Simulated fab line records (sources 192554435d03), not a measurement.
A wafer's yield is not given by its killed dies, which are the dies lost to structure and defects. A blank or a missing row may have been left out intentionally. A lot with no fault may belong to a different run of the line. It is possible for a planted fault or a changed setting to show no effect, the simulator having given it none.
fab line records    flow n5-finfet    part 1 of 2: steps 1 to 16 of 30
record: lots: 5  wafers: 15  last-day: 17
route steps=1938 shown DUMMY_GATE@237 SPACER0@258 SD_EPI_N@262
lots that met no fault: taken from a fault-free run of the same line
start-h: the number of hours between the record's first day and the start of the first shown wafer of the lot    wait-h: hours since the lot's step before    " repeats the value in the row above    L1.1+2: several wafers, shown together as one row    - no value present, or no start provided    * or withheld: withheld    < > ~ a bound
route shown NAME@n: NAME is a module with steps in the file, n the number in the route of the first one    usual: mean and standard deviation over wafers with no fault    same: alike in all rows    chamber/n: place in a boat    sites: readings site by site    _std_site: the standard deviation of these    _edge_site: mean of outer sites minus mean of inner sites    radius-mm: how far each site lies from the wafer's centre    mask NAME#n: copy n    behind: tool/chamber where the wafer was last shaped    hold: why the lot was held/for how many hours/how that ended    device: which transistor (n, p or np) failed to switch    end of line: the tests these same wafers got at the end of their route    for a step that has no rows: nothing shown but its recipe    killed: dies lost to structure and defects at the first sort, not the wafer's yield    map: shows each die of a wafer: x if killed, . if not, _ if none is there
set.NAME: the setting that was run; set.NAME@STEP: the one run at that earlier step    model.NAME: the simulator's own value behind a step, which no gauge read
certain route steps with their lots: each step a table, each wafer a row
services: the hour from which a tool's chamber was out of use, counted from the record's first day as start-h (under 0 if before that day), plus the number of hours and why
== steps ==
step: N5_DUMMY_GATE_ETCH_37
recipe: chemistry: N2/H2  target: SOC  target-depth-a: 600  overetch-a: 300  temp-c: 40  ion-energy-ev: 200  pressure-mtorr: 30  source-w: 840  bias-w: 150  n2-flow-sccm: 200  h2-flow-sccm: 200
usual: drypump-motor-current-A: 5.9/0.31  oes-product-au: 0.60/0.052  rf-vpp-V: 522.8/2.8  showerhead-plenum-p-Torr: 2.49/0.1  throttle-valve-pct: 17.73/0.24
lot.wafer  tool         chamber  start-h  wait-h  drypump-motor-current-A  oes-product-au  rf-hours-counter-h  rf-vpp-V  showerhead-plenum-p-Torr  throttle-valve-pct
L079.4     rie-diel-04  0        77.99    0.0     5.4                      0.62            132                 520.5     2.43                      17.50
L079.5     "            2        "        "       6.1                      0.56            -                   525.3     2.62                      18.01
L079.6     "            1        "        "       6.2                      0.61            -                   526.3     2.63                      17.47
L080.1     rie-diel-04  3        84.45    0.0     5.7                      0.64            87                  519.5     2.35                      17.40
L080.3     "            1        "        "       6.2                      0.61            135                 526.5     2.62                      17.45
L080.6     "            3        "        "       5.7                      0.65            -                   518.4     2.35                      17.40
L082.2     rie-diel-04  2        96.58    0.0     6.1                      0.56            220                 526.4     2.62                      18.02
L082.3     "            3        "        "       5.7                      0.64            91                  520.0     2.35                      17.40
L082.5     "            3        "        "       5.7                      0.64            -                   518.8     2.35                      17.42
L089.1     rie-diel-06  2        137.50   0.0     5.9                      0.54            232                 526.5     2.62                      17.90
L089.3     "            0        "        "       5.4                      0.56            217                 521.2     2.39                      17.88
L089.6     "            0        "        "       5.5                      0.56            -                   519.2     2.39                      17.88
L092.2     rie-diel-06  3        154.87   0.0     6.0                      0.61            118                 522.1     2.43                      17.69
L092.5     "            2        "        "       5.9                      0.54            -                   525.5     2.62                      17.89
L092.6     "            3        "        "       6.0                      0.61            -                   521.5     2.43                      17.71
step: N5_DUMMY_GATE_STRIP_38
recipe: chemistry: N2/H2  temp-c: 40  n2-flow-sccm: 200  h2-flow-sccm: 200  rf-frequency-hz: 6e+07
lot.wafer   tool         chamber  start-h  wait-h
L079.4+5+6  rie-diel-04  0,2,1    78.03    0.0
L080.1+3+6  rie-diel-04  3,1,3    84.49    0.0
L082.2+3+5  rie-diel-04  2,3,3    96.62    0.0
L089.1+3+6  rie-diel-06  2,0,0    137.54   0.0
L092.2+5+6  rie-diel-06  3,2,3    154.91   0.0
step: N5_DUMMY_GATE_STRIP_39
recipe: chemistry: N2/H2  temp-c: 40  n2-flow-sccm: 200  h2-flow-sccm: 200  rf-frequency-hz: 6e+07
lot.wafer   tool         chamber  start-h  wait-h
L079.4+5+6  rie-diel-04  0,2,1    78.04    0.0
L080.1+3+6  rie-diel-04  3,1,3    84.50    0.0
L082.2+3+5  rie-diel-04  2,3,3    96.63    0.0
L089.1+3+6  rie-diel-06  2,0,0    137.55   0.0
L092.2+5+6  rie-diel-06  3,2,3    154.92   0.0
step: N5_DUMMY_GATE_TRIM_49
recipe: chemistry: O2  resist: SOC  time-s: 29  target-cd-nm: 14  source-power-w: 300  bias-power-w: 0  O2_flow_sccm: 100  temp-c: 20
usual: drypump-motor-current-A: 5.9/0.48  oes-product-au: 1.007/0.018  throttle-valve-pct: 8.23/0.19
lot.wafer  tool       chamber  start-h  wait-h  drypump-motor-current-A  oes-product-au  rf-hours-counter-h  throttle-valve-pct
L079.4     rie-si-01  3        78.07    0.0     6.4                      1.039           127                 8.15
L079.5     "          0        "        "       6.3                      0.999           -                   8.11
L079.6     "          3        "        "       6.4                      1.032           -                   8.16
L080.1     rie-si-06  3        84.53    0.0     5.0                      1.037           4                   7.83
L080.3     "          1        "        "       5.9                      0.991           129                 8.15
L080.6     "          3        "        "       5.0                      1.048           -                   7.82
L082.2     rie-si-06  2        96.66    0.0     5.7                      1.008           90                  8.08
L082.3     "          3        "        "       5.0                      1.046           5                   7.83
L082.5     "          2        "        "       5.7                      1.017           -                   8.05
L089.1     rie-si-01  0        137.58   0.0     6.3                      1.013           7                   8.10
L089.3     "          3        "        "       6.4                      1.024           128                 8.15
L089.6     "          1        "        "       6.7                      1.008           -                   8.33
L092.2     rie-si-04  3        154.95   0.0     6.6                      1.003           182                 8.41
L092.5     "          3        "        "       6.6                      0.989           -                   8.40
L092.6     "          2        "        "       5.5                      1.020           -                   8.35
step: N5_DUMMY_GATE_STRIP_40
recipe: chemistry: CF4  resist: SiARC  power-w: 300  bias-power-w: 75  pressure-mtorr: 50  cf4-flow-sccm: 150  rf-frequency-hz: 6e+07
usual: drypump-motor-current-A: 5.8/0.32  oes-product-au: 0.76/0.074  rf-vpp-V: 270.6/1.6  showerhead-plenum-p-Torr: 1.77/0.066  throttle-valve-pct: 13.60/0.19
lot.wafer  tool         chamber  start-h  wait-h  drypump-motor-current-A  oes-product-au  rf-hours-counter-h  rf-vpp-V  showerhead-plenum-p-Torr  throttle-valve-pct
L079.4     rie-diel-06  2        78.18    0.1     5.9                      0.69            -                   274.0     1.85                      13.71
L079.5     "            0        "        "       5.5                      0.71            -                   270.2     1.71                      13.70
L079.6     "            3        "        "       6.0                      0.79            -                   270.2     1.75                      13.58
L080.1     rie-diel-04  3        84.63    0.1     5.7                      0.81            87                  269.2     1.67                      13.23
L080.3     "            2        "        "       6.0                      0.71            217                 273.0     1.83                      13.82
L080.6     "            2        "        "       6.1                      0.70            -                   272.1     1.83                      13.80
L082.2     rie-diel-03  2        96.76    0.1     6.5                      0.69            228                 271.4     1.78                      13.59
L082.3     "            0        "        "       5.9                      0.92            10                  272.5     1.86                      13.62
L082.5     "            1        "        "       5.6                      0.74            -                   268.6     1.73                      13.85
L089.1     rie-diel-03  3        137.81   0.2     5.5                      0.70            223                 270.1     1.69                      13.49
L089.3     "            0        "        "       5.8                      0.89            21                  270.7     1.86                      13.66
L089.6     "            1        "        "       5.6                      0.73            -                   271.0     1.73                      13.86
L092.2     rie-diel-06  0        155.05   0.1     5.4                      0.69            222                 269.1     1.71                      13.76
L092.5     "            0        "        "       5.4                      0.69            -                   270.3     1.71                      13.76
L092.6     "            1        "        "       6.2                      0.89            -                   271.4     1.75                      13.46
step: N5_DUMMY_GATE_CD_MEAS_50
recipe: target-cd-nm: 14
usual: cd-nm: 13.9/0.42
lot.wafer  tool       chamber  start-h  wait-h  cd-nm
L079.4     cd-sem-02  -        78.23    0.0     14.2
L079.5     "          -        "        "       14.0
L079.6     "          -        "        "       14.5
L080.1     cd-sem-02  -        84.68    0.0     14.0
L080.3     "          -        "        "       14.3
L080.6     "          -        "        "       13.7
L082.2     cd-sem-03  -        96.81    0.0     13.8
L082.3     "          -        "        "       13.8
L082.5     "          -        "        "       13.9
L089.1     cd-sem-02  -        137.86   0.0     13.8
L089.3     "          -        "        "       13.3
L089.6     "          -        "        "       13.6
L092.2     cd-sem-03  -        155.10   0.0     13.8
L092.5     "          -        "        "       13.5
L092.6     "          -        "        "       13.3
step: N5_DUMMY_GATE_ETCH_31
recipe: chemistry: C4F6/O2  target: SiO2  mask-material: SOC  target-depth-a: 825  time-s: 27.5  ion-energy-ev: 250  pressure-mtorr: 30  source-w: 345  bias-w: 185  Ar_flow_sccm: 300  C4F6_flow_sccm: 10  O2_flow_sccm: 10
usual: drypump-motor-current-A: 5.9/0.33  oes-product-au: 0.77/0.087  rf-vpp-V: 656/16  showerhead-plenum-p-Torr: 2.81/0.085  throttle-valve-pct: 21.23/0.2
lot.wafer  tool         chamber  start-h  wait-h  drypump-motor-current-A  oes-product-au  rf-hours-counter-h  rf-vpp-V  showerhead-plenum-p-Torr  throttle-valve-pct
L079.4     rie-diel-03  0        78.27    0.0     5.8                      0.96            3                   647       2.89                      21.16
L079.5     "            1        "        "       5.6                      0.77            -                   651       2.73                      21.40
L079.6     "            0        "        "       5.8                      0.96            -                   648       2.89                      21.16
L080.1     rie-diel-03  1        84.73    0.0     5.6                      0.76            161                 650       2.73                      21.41
L080.3     "            3        "        "       5.5                      0.71            211                 649       2.73                      21.09
L080.6     "            1        "        "       5.6                      0.76            -                   653       2.73                      21.41
L082.2     rie-diel-03  0        96.86    0.0     5.8                      0.93            10                  647       2.89                      21.19
L082.3     "            1        "        "       5.6                      0.75            166                 653       2.73                      21.40
L082.5     "            0        "        "       5.9                      0.94            -                   647       2.89                      21.18
L089.1     rie-diel-03  1        137.94   0.1     5.6                      0.75            178                 653       2.72                      21.43
L089.3     "            3        "        "       5.5                      0.70            223                 649       2.73                      21.11
L089.6     "            0        "        "       5.8                      0.91            -                   650       2.88                      21.21
L092.2     rie-diel-06  1        155.14   0.0     6.2                      0.92            19                  656       2.81                      21.33
L092.5     "            1        "        "       6.2                      0.92            -                   656       2.81                      21.33
L092.6     "            2        "        "       5.9                      0.68            -                   686       2.91                      21.14
step: N5_DUMMY_GATE_STRIP_41
recipe: chemistry: O2  power-w: 400  temp-c: 40  pressure-mtorr: 30  rf-frequency-hz: 6e+07  bias-power-w: 0  overash-fraction: 0.3  o2-flow-sccm: 225
usual: drypump-motor-current-A: 5.9/0.33  o2-flow-sccm: 225.1/0.65  oes-product-au: 0.77/0.086  rf-vpp-V: 3.7/0.44  showerhead-plenum-p-Torr: 2.06/0.069  throttle-valve-pct: 16.70/0.16
lot.wafer  tool         chamber  start-h  wait-h  drypump-motor-current-A  o2-flow-sccm  oes-product-au  rf-hours-counter-h  rf-vpp-V  showerhead-plenum-p-Torr  throttle-valve-pct
L079.4     rie-diel-03  0        78.32    0.0     5.8                      225.3         0.96            4                   3.6       2.14                      16.68
L079.5     "            1        "        "       5.6                      224.9         0.76            -                   3.9       2.01                      16.92
L079.6     "            0        "        "       5.8                      225.6         0.96            -                   3.7       2.14                      16.68
L080.1     rie-diel-03  1        84.77    0.0     5.6                      223.7         0.75            161                 3.8       2.01                      16.92
L080.3     "            3        "        "       5.5                      224.0         0.71            211                 4.7       1.98                      16.51
L080.6     "            1        "        "       5.6                      224.2         0.75            -                   3.8       2.01                      16.91
L082.2     rie-diel-03  0        96.90    0.0     5.8                      225.3         0.93            10                  3.4       2.14                      16.67
L082.3     "            1        "        "       5.6                      224.5         0.75            166                 3.2       2.01                      16.94
L082.5     "            0        "        "       5.8                      224.3         0.93            -                   3.8       2.14                      16.69
L089.1     rie-diel-03  1        137.98   0.0     5.6                      223.7         0.73            178                 4.2       2.01                      16.94
L089.3     "            3        "        "       5.5                      225.3         0.70            223                 3.5       1.98                      16.54
L089.6     "            0        "        "       5.9                      225.2         0.91            -                   4.1       2.14                      16.69
L092.2     rie-diel-06  1        155.19   0.0     6.2                      224.6         0.93            19                  3.7       2.06                      16.67
L092.5     "            1        "        "       6.2                      226.0         0.93            -                   4.2       2.06                      16.67
L092.6     "            2        "        "       5.9                      224.7         0.69            -                   2.9       2.13                      16.62
step: N5_DUMMY_GATE_HM_OPEN_21
recipe: chemistry: CH3F/O2  target: SiNx  target-depth-a: 1200  Ar_flow_sccm: 150  CH3F_flow_sccm: 30  O2_flow_sccm: 23  time-s: 171.4  pressure-mtorr: 30  source-w: 395  bias-w: 73  ion-energy-ev: 120.7
usual: drypump-motor-current-A: 5.8/0.33  oes-product-au: 0.76/0.086  rf-vpp-V: 295/7  showerhead-plenum-p-Torr: 1.99/0.064  throttle-valve-pct: 16.52/0.17
lot.wafer  tool         chamber  start-h  wait-h  drypump-motor-current-A  oes-product-au  rf-hours-counter-h  rf-vpp-V  showerhead-plenum-p-Torr  throttle-valve-pct
L079.4     rie-diel-03  0        78.36    0.0     5.8                      0.97            4                   292       2.06                      16.42
L079.5     "            1        "        "       5.6                      0.76            -                   294       1.93                      16.67
L079.6     "            0        "        "       5.8                      0.97            -                   291       2.06                      16.44
L080.1     rie-diel-03  1        84.81    0.0     5.6                      0.76            161                 294       1.93                      16.69
L080.3     "            3        "        "       5.5                      0.70            211                 291       1.93                      16.43
L080.6     "            1        "        "       5.5                      0.76            -                   295       1.93                      16.68
L082.2     rie-diel-03  0        96.94    0.0     5.8                      0.94            10                  292       2.06                      16.45
L082.3     "            1        "        "       5.6                      0.75            166                 294       1.93                      16.68
L082.5     "            0        "        "       5.8                      0.93            -                   293       2.06                      16.45
L089.1     rie-diel-03  1        138.02   0.0     5.6                      0.74            178                 294       1.93                      16.71
L089.3     "            3        "        "       5.5                      0.71            223                 292       1.93                      16.44
L089.6     "            0        "        "       5.8                      0.91            -                   292       2.05                      16.46
L092.2     rie-diel-06  1        155.23   0.0     6.2                      0.92            20                  296       1.99                      16.52
L092.5     "            1        "        "       6.2                      0.92            -                   296       1.99                      16.51
L092.6     "            2        "        "       5.9                      0.68            -                   307       2.06                      16.51
step: N5_DUMMY_GATE_ETCH_32
recipe: chemistry: CF4  target: SiO2  target-depth-a: 35  time-s: 3.9  ion-energy-ev: 350  pressure-mtorr: 10  icp-w: 800  bias-w: 400  cf4-flow-sccm: 80
usual: drypump-motor-current-A: 6.0/0.46  oes-product-au: 1.007/0.02  throttle-valve-pct: 21.92/0.28
lot.wafer  tool       chamber  start-h  wait-h  drypump-motor-current-A  oes-product-au  rf-hours-counter-h  throttle-valve-pct
L079.4     rie-si-04  2        78.52    0.1     5.6                      1.014           140                 21.93
L079.5     "          3        "        "       6.6                      1.008           -                   21.94
L079.6     "          2        "        "       5.6                      1.019           -                   21.92
L080.1     rie-si-04  2        84.97    0.1     5.6                      1.018           140                 21.94
L080.3     "          3        "        "       6.6                      1.008           181                 21.92
L080.6     "          1        "        "       5.7                      0.964           -                   22.30
L082.2     rie-si-01  1        97.10    0.1     6.7                      1.006           146                 21.94
L082.3     "          2        "        "       6.1                      0.999           8                   21.81
L082.5     "          2        "        "       6.0                      1.000           -                   21.80
L089.1     rie-si-04  3        138.18   0.1     6.6                      0.998           182                 21.89
L089.3     "          2        "        "       5.6                      1.007           141                 21.94
L089.6     "          0        "        "       5.5                      1.030           -                   22.48
L092.2     rie-si-01  1        155.39   0.1     6.7                      1.001           147                 21.95
L092.5     "          1        "        "       6.6                      0.997           -                   21.96
L092.6     "          2        "        "       6.0                      0.998           -                   21.79
step: N5_DUMMY_GATE_ETCH_23
recipe: chemistry: HBr/Cl2/O2  HBr_flow_sccm: 150  Cl2_flow_sccm: 80  O2_flow_sccm: 12  bias-w: 102  target-depth-a: 410  time-s: 22.3  target: poly-Si  mask-material: SiO2  pressure-mtorr: 10  icp-w: 800
usual: drypump-motor-current-A: 6.0/0.46  oes-product-au: 1.006/0.018  throttle-valve-pct: 37.6/0.44
lot.wafer  tool       chamber  start-h  wait-h  drypump-motor-current-A  oes-product-au  rf-hours-counter-h  throttle-valve-pct
L079.4     rie-si-04  2        78.55    0.0     5.6                      1.008           140                 37.6
L079.5     "          3        "        "       6.6                      0.992           -                   37.7
L079.6     "          2        "        "       5.6                      1.013           -                   37.6
L080.1     rie-si-04  2        85.01    0.0     5.5                      1.010           140                 37.6
L080.3     "          3        "        "       6.6                      0.997           181                 37.7
L080.6     "          1        "        "       5.7                      0.992           -                   38.1
L082.2     rie-si-01  1        97.14    0.0     6.7                      0.998           146                 37.4
L082.3     "          2        "        "       6.0                      0.993           8                   37.7
L082.5     "          2        "        "       6.0                      1.002           -                   37.7
L089.1     rie-si-04  3        138.22   0.0     6.6                      1.003           182                 37.7
L089.3     "          2        "        "       5.6                      1.017           141                 37.6
L089.6     "          0        "        "       5.5                      1.033           -                   38.4
L092.2     rie-si-01  1        155.42   0.0     6.7                      0.991           147                 37.4
L092.5     "          1        "        "       6.6                      0.992           -                   37.4
L092.6     "          2        "        "       6.0                      1.004           -                   37.7
step: N5_DUMMY_GATE_ETCH_44
recipe: chemistry: HBr/O2  over-etch-frac: 0.7  target-depth-a: 1275  stop-on: SiO2  ion-energy-ev: 60  bias-w: 20  target: poly-Si  mask-material: SiO2  pressure-mtorr: 20  icp-w: 400  HBr_flow_sccm: 120  O2_flow_sccm: 10
usual: drypump-motor-current-A: 6.0/0.47  oes-product-au: 0.730/0.012  throttle-valve-pct: 18.62/0.25
lot.wafer  tool       chamber  start-h  wait-h  drypump-motor-current-A  oes-product-au  rf-hours-counter-h  throttle-valve-pct
L079.4     rie-si-04  2        78.61    0.0     5.6                      0.737           140                 18.67
L079.5     "          3        "        "       6.6                      0.730           -                   18.82
L079.6     "          2        "        "       5.6                      0.720           -                   18.67
L080.1     rie-si-04  2        85.06    0.0     5.6                      0.725           141                 18.69
L080.3     "          3        "        "       6.6                      0.727           181                 18.81
L080.6     "          1        "        "       5.8                      0.723           -                   18.87
L082.2     rie-si-01  1        97.19    0.0     6.7                      0.743           146                 18.55
L082.3     "          2        "        "       6.0                      0.707           8                   18.48
L082.5     "          2        "        "       5.9                      0.704           -                   18.50
L089.1     rie-si-04  3        138.27   0.0     6.6                      0.724           182                 18.82
L089.3     "          2        "        "       5.6                      0.719           141                 18.69
L089.6     "          0        "        "       5.5                      0.722           -                   19.01
L092.2     rie-si-01  1        155.48   0.0     6.6                      0.758           147                 18.54
L092.5     "          1        "        "       6.7                      0.739           -                   18.55
L092.6     "          2        "        "       6.1                      0.710           -                   18.50
step: N5_DUMMY_GATE_CD_MEAS_24
recipe: target-cd-nm: 15
usual: cd-nm: 15.0/0.49
lot.wafer  tool       chamber  start-h  wait-h  cd-nm
L079.4     cd-sem-02  -        78.73    0.1     15.3
L079.5     "          -        "        "       15.1
L079.6     "          -        "        "       15.3
L080.1     cd-sem-02  -        85.17    0.1     15.7
L080.3     "          -        "        "       15.4
L080.6     "          -        "        "       15.3
L082.2     cd-sem-03  -        97.31    0.1     14.6
L082.3     "          -        "        "       14.8
L082.5     "          -        "        "       14.9
L089.1     cd-sem-01  -        138.38   0.1     15.0
L089.3     "          -        "        "       14.5
L089.6     "          -        "        "       14.1
L092.2     cd-sem-03  -        155.59   0.1     14.7
L092.5     "          -        "        "       14.4
L092.6     "          -        "        "       14.2
step: N5_DUMMY_GATE_ETCH_42
recipe: chemistry: CHF3/O2  target: SiO2  target-depth-a: 35  time-s: 31  ion-energy-ev: 30  bias-w: 12  pressure-mtorr: 30  source-w: 600  Ar_flow_sccm: 200  CHF3_flow_sccm: 50  O2_flow_sccm: 5
usual: CHF3_flow_sccm: 49.99/0.16  drypump-motor-current-A: 5.84/0.29  oes-product-au: 0.76/0.078  rf-vpp-V: 42.1/1.1  showerhead-plenum-p-Torr: 2.38/0.087  throttle-valve-pct: 18.86/0.19
lot.wafer  tool         chamber  start-h  wait-h  CHF3_flow_sccm  drypump-motor-current-A  oes-product-au  rf-hours-counter-h  rf-vpp-V  showerhead-plenum-p-Torr  throttle-valve-pct
L079.4     rie-diel-06  0        78.79    0.1     49.85           5.49                     0.71            -                   43.0      2.30                      18.88
L079.5     "            3        "        "       50.16           5.99                     0.81            -                   40.9      2.36                      18.90
L079.6     "            2        "        "       49.86           5.88                     0.69            -                   45.6      2.48                      18.83
L080.1     rie-diel-06  3        85.22    0.0     49.86           5.98                     0.81            97                  40.9      2.36                      18.92
L080.3     "            0        "        "       50.02           5.44                     0.70            202                 41.2      2.30                      18.89
L080.6     "            0        "        "       49.97           5.48                     0.71            -                   42.5      2.30                      18.89
L082.2     rie-diel-06  2        97.35    0.0     50.08           5.88                     0.69            220                 42.3      2.48                      18.84
L082.3     "            0        "        "       49.93           5.44                     0.71            205                 42.2      2.30                      18.89
L082.5     "            2        "        "       50.12           5.86                     0.69            -                   42.3      2.48                      18.83
L089.1     rie-diel-06  2        138.43   0.0     50.17           5.85                     0.68            232                 42.4      2.47                      18.84
L089.3     "            0        "        "       50.10           5.48                     0.70            218                 42.8      2.30                      18.91
L089.6     "            0        "        "       49.84           5.47                     0.70            -                   41.3      2.30                      18.90
L092.2     rie-diel-06  1        155.64   0.0     49.73           6.21                     0.91            20                  41.9      2.38                      18.91
L092.5     "            0        "        "       50.15           5.47                     0.70            -                   42.3      2.30                      18.92
L092.6     "            1        "        "       49.91           6.22                     0.92            -                   41.3      2.38                      18.91
step: N5_DUMMY_GATE_STRIP_48
recipe: chemistry: N2/H2  time-s: 20  power-w: 100  temp-c: 40  pressure-mtorr: 100  rf-frequency-hz: 6e+07  bias-power-w: 3  n2-flow-sccm: 300  h2-flow-sccm: 300
usual: drypump-motor-current-A: 5.85/0.29  oes-product-au: 0.76/0.079  rf-vpp-V: 45.2/0.91  showerhead-plenum-p-Torr: 3.30/0.12  throttle-valve-pct: 12.19/0.2
lot.wafer  tool         chamber  start-h  wait-h  drypump-motor-current-A  oes-product-au  rf-hours-counter-h  rf-vpp-V  showerhead-plenum-p-Torr  throttle-valve-pct
L079.4     rie-diel-06  0        78.84    0.0     5.43                     0.70            -                   45.7      3.20                      12.32
L079.5     "            3        "        "       6.02                     0.81            -                   45.1      3.25                      12.05
L079.6     "            2        "        "       5.88                     0.70            -                   44.4      3.48                      12.33
L080.1     rie-diel-06  3        85.27    0.0     6.00                     0.80            97                  44.4      3.25                      12.06
L080.3     "            0        "        "       5.46                     0.70            202                 44.8      3.20                      12.33
L080.6     "            0        "        "       5.45                     0.70            -                   44.4      3.20                      12.34
L082.2     rie-diel-06  2        97.40    0.0     5.89                     0.69            220                 44.3      3.48                      12.33
L082.3     "            0        "        "       5.43                     0.70            205                 47.1      3.20                      12.36
L082.5     "            2        "        "       5.92                     0.69            -                   45.2      3.48                      12.34
L089.1     rie-diel-06  2        138.48   0.0     5.86                     0.68            232                 45.3      3.47                      12.37
L089.3     "            0        "        "       5.48                     0.70            218                 45.4      3.19                      12.37
L089.6     "            0        "        "       5.46                     0.69            -                   43.8      3.19                      12.39
L092.2     rie-diel-06  1        155.69   0.0     6.21                     0.93            20                  46.3      3.32                      12.13
L092.5     "            0        "        "       5.44                     0.70            -                   46.1      3.19                      12.39
L092.6     "            1        "        "       6.22                     0.93            -                   44.0      3.32                      12.12
step: N5_DUMMY_GATE_PRECLEAN_33
recipe: chemistry: dHF  time-s: 10  dilution: 750:1  temp-c: 25
lot.wafer   tool          chamber  start-h  wait-h
L079.4+5+6  wet-bench-05  5,1,6    78.90    0.0
L080.1+3+6  wet-bench-06  3,0,7    85.35    0.1
L082.2+3+5  wet-bench-03  4,7,2    97.48    0.1
L089.1+3+6  wet-bench-06  5,6,2    138.56   0.1
L092.2+5+6  wet-bench-06  5,2,0    155.77   0.1
